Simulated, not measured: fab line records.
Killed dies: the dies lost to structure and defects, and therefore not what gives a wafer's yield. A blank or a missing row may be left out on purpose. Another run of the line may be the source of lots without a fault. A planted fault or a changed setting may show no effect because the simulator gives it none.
Chamber matching	flow n5Finfet	N5_BEOL_M6_ETCH_62 on rieDiel-06 has 4 sister chambers
The step etches SOC in N2/H2, target depth 110 nm, overetch 22 nm, time 165 s. 4 wafers are shown with their chamber, then 9 later ones without.

== WAFERS WITH THEIR CHAMBER ==
wafer	chamber	showerheadPlenumPTorr (Torr)
L089.6	3	2.40
L091.1	1	2.52
L091.2	2	2.71
L091.6	0	2.60

== WAFERS WITH NO CHAMBER GIVEN ==
wafer	showerheadPlenumPTorr (Torr)
L092.1	2.52
L092.2	2.40
L092.4	2.71
L093.2	2.40
L093.5	2.39
L093.6	2.60
L097.1	2.51
L097.2	2.39
L097.5	2.59

== CHAMBER TAKEN BY EACH ==
wafer	from the rows above	in truth
L092.1	1	1
L092.2	3	3
L092.4	2	2
L093.2	3	3
L093.5	3	3
L093.6	0	0
L097.1	1	1
L097.2	3	3
L097.5	0	0
Correctly placed: 9 of 9. From these rows, 0 cannot be placed. Wrongly placed: 0.
How it was worked out, from the rows above alone: a wafer's distance from a chamber is the root of the sum, over the readings, of the square of ((its reading less the chamber's mean) divided by the reading's scatter). If the next closest chamber is less than 2 further off than the closest, the wafer can't be placed; otherwise it belongs to the closest. Each chamber's mean is taken over the wafers shown for it. The scatter: root of mean squared gap, hidden wafer to nearest shown wafer, with one shown wafer a chamber.
